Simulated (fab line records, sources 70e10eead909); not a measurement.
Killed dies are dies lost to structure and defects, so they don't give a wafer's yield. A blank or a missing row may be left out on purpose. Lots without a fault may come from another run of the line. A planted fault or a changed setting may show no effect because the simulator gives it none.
A struck lot beside a sound one | flow nand_harc | 15 steps out of a route of 1302
Sound: wafers L205.2, L205.3, L205.6. Struck: wafer L198.1. (L198.4 of the same lot was not struck and is left out.) The cause comes at the end.
At each step with rows: each side's tool, then ch and its chambers, then its first start. Under that, the readings that differ: sound wafers | struck wafers | difference of the means | sigmas: that difference in standard deviations of wafers without a fault.
alike: readings whose means differ by less than 2 such deviations, and words and numbers that are the same on both sides. not compared: withheld readings, readings that some wafer has no value for, bounds like >300 that may hide the same value, and numbers for which the record gives no deviation and whose values overlap.
The two part at a step that has a row with sigmas, a row that says differs or no value, or rows on one side only. Numbers that don't overlap but have no deviation are shown without sigmas and don't part them. A reading that every wafer of one side lacks parts them only if that side has two wafers or more.

first, 6 steps without rows for these wafers: NHARC_A_DECK1_JOINT_CVD_34 (deposits SiNx, target thk 20 nm); NHARC_A_DECK1_JOINT_DEP_06 (deposits SiOx, target thk 80 nm); NHARC_A_DECK1_JOINT_CURE_26 (time 32 s); NHARC_A_DECK1_JOINT_ANNEAL_27 (time 3600 s); NHARC_A_DECK1_JOINT_ANNEAL_28 (time 1800 s); NHARC_A_DECK1_JOINT_ANNEAL_29 (time 1800 s).
NHARC_A_DECK1_JOINT_CMP_02: polishes SiOx.
  sound on cmp-04 ch 0,1,3, day 19 01:20; struck on cmp-02 ch 0, day 16 14:26
  alike: motor_current_A, slurry_filter_dp_kPa
then, 1 step without rows for these wafers: NHARC_A_DECK1_JOINT_SRD_15.
NHARC_A_DECK1_JOINT_DEP_16: deposits SiO2, target thk 45 nm.
  sound on pecvd-02 ch 0,1, day 19 01:43; struck on pecvd-02 ch 2, day 16 14:52
  reading                | sound          | struck | difference | sigmas
  throttle_valve_pct (%) | 15.3 15.8 15.1 | 17.3   | +1.9       | +3
  alike: heater_power_w
NHARC_A_DECK1_JOINT_THK_MEAS_17: measures by ellipsometry.
  sound on film_metro-01, day 19 01:58; struck on film_metro-01, day 16 15:05
  alike: thk_nm
NHARC_A_DECK1_JOINT_INSPECT_05:
  sound on defect_inspect-02, day 19 02:00; struck on defect_inspect-02, day 16 15:07
  alike: raw_defect_count
NHARC_A_ONON_D2_DEP_00: target thk 1000 nm.
  sound on pecvd_onon-02 ch 0, day 19 02:07; struck on pecvd_onon-03 ch 0, day 16 15:11
NHARC_A_ONON_D2_THK_MEAS_02: measures by ellipsometry.
  sound on film_metro-01, day 19 02:35; struck on film_metro-01, day 16 15:41
  reading     | sound          | struck | difference | sigmas
  thk_nm (nm) | 1007 1005 1006 | 1466   | +460       | +50
then, 1 step without rows for these wafers: NHARC_A_ONON_D2_DEP_03 (target thk 1000 nm).
-- the record jumps here: 12 days lie between the struck wafers' starts before and after (it left off in module A_ONON_D2 and takes up again in module END, whose first step shown is number 1302 of the route) --
NHARC_END_SORT_01:
  sound on prober-01 ch 0, day 30 23:26; struck on prober-02 ch 0, day 28 23:28
  reading             | sound  | struck | difference | sigmas
  killed_at_periphery | 7 12 3 | 2      | -5         | -2
  alike: killed_at_array, killed_at_other, killed_dies, killed_open, killed_short

WHERE THEY PART
First at NHARC_A_DECK1_JOINT_DEP_16; last, within this record, at NHARC_END_SORT_01.

WHY: what the simulator had put in
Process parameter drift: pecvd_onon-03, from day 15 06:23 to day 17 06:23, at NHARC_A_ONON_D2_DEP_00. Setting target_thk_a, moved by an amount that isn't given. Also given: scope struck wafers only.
